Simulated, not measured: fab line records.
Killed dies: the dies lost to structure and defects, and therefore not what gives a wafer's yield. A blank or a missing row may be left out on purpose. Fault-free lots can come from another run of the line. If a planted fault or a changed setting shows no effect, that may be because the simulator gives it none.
Struck lot and sound lot, side by side :: flow n5Finfet :: 15 steps out of a route of 1938
Sound: these wafers, L791.4, L791.5, L791.6. Struck: wafer L798.5 (left out: L798.2, a lot-mate that was not struck); the cause follows at the end.
At each step with rows: each side's tool, then ch and its chambers, then its first start. Under that, the readings that differ: sound wafers :: struck wafers :: difference of the means :: sigmas: that difference in standard deviations of wafers without a fault.
alike: readings whose means differ by less than 2 such deviations, and words and numbers that are the same on both sides. not compared: withheld readings, readings that some wafer has no value for, bounds like >300 that may hide the same value, and numbers for which the record gives no deviation and whose values overlap.
A row with sigmas, a row that says differs or no value, or rows on one side alone: a step with any of these is where the two part. Numbers that have no deviation but don't overlap get no sigmas and don't part them. A reading missing from all wafers of one side parts the sides only when that side holds two or more wafers.

first, 8 steps without rows for these wafers: N5_SDB_COAT_03 (time 60 s, resist thk 100 nm); N5_SDB_COAT_04 (time 60 s, resist thk 18 nm); N5_SDB_COAT_05 (resist thk 90 nm); N5_SDB_EBR_07; N5_SDB_SOFTBAKE_06 (time 60 s); N5_SDB_EXPOSE_08 (exposes mask SDB); N5_SDB_PEB_09 (peb time 60 s); N5_SDB_DEVELOP_10 (develop time 30 s).
N5_SDB_CD_MEAS_11: the cd target is 50 nm.
  sound on cdSem-03 ch 0, day 3 18:34; struck on cdSem-03 ch 0, day 5 16:23
  alike: cdNm
N5_SDB_OVL_MEAS_12:
  sound on overlay-01 ch 0, day 3 18:35; struck on overlay-02 ch 0, day 5 16:25
  alike: SDB_OVL
N5_SDB_INSPECT_13: inspects for defects (brightfield).
  sound: defectInspect-02 at day 3 18:37; struck: defectInspect-02 at day 5 16:26
  alike: rawDefectCount
N5_SDB_DESCUM_16: chemistry O2, time 7.9 s.
  sound on rieDiel-05 ch 0,1,3, day 3 18:40; struck on rieDiel-02 ch 1, day 5 16:32
  alike: drypumpMotorCurrentA, oesProductAu, rfVppV, showerheadPlenumPTorr, throttleValvePct
  not compared: rfHoursCounterH
N5_SDB_ETCH_17: etches SiARC in CF4, target depth 23.4 nm, time 39 s.
  sound on rieDiel-05 ch 0,1,3, day 3 18:42; struck on rieDiel-02 ch 1, day 5 16:34
reading: etchRfOnTimeS (s)
sound: 38.9 38.6 39.2
struck: 28.8
difference: -10.1
sigmas: -19

reading: oesProductAu (a.u.)
sound: 0.68 0.63 0.67
struck: 0.86
difference: +0.20
sigmas: +3

reading: rfVppV (V)
sound: 184.0 185.9 180.3
struck: 186.6
difference: +3.2
sigmas: +2
  alike: drypumpMotorCurrentA, showerheadPlenumPTorr, throttleValvePct
  not compared: rfHoursCounterH
N5_SDB_ETCH_18: etches SOC in N2/H2, target depth 100 nm, overetch 20 nm, time 150 s.
  sound on rieDiel-05 ch 0,1,3, day 3 18:47; struck on rieDiel-02 ch 1, day 5 16:36
  alike: drypumpMotorCurrentA, oesProductAu, rfVppV, showerheadPlenumPTorr, throttleValvePct
  not compared: rfHoursCounterH
-- the record jumps here: 5 days lie between the struck wafers' starts before and after (it left off in module SDB and takes up again in module BEOL_M4, whose first step shown is number 1111 of the route) --
N5_BEOL_M4_RC_MEAS_101:
  sound on prober-02 ch 0, day 8 13:20; struck on prober-02 ch 0, day 11 00:14
reading: SS_P (mV/dec)
sound: 72.4 72.5 72.5
struck: 73.9
difference: +1.4
sigmas: +3
  alike: DIBL_N, DIBL_P, IOFF_N, IOFF_P, ION_N, ION_P, SS_N, VT_N, VT_P

WHERE THEY PART
First at N5_SDB_ETCH_17; last, within this record, at N5_BEOL_M4_RC_MEAS_101.

WHY: what had been put in by the simulator
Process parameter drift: rieDiel-02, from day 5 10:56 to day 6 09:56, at N5_SDB_ETCH_17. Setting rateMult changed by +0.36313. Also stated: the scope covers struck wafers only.
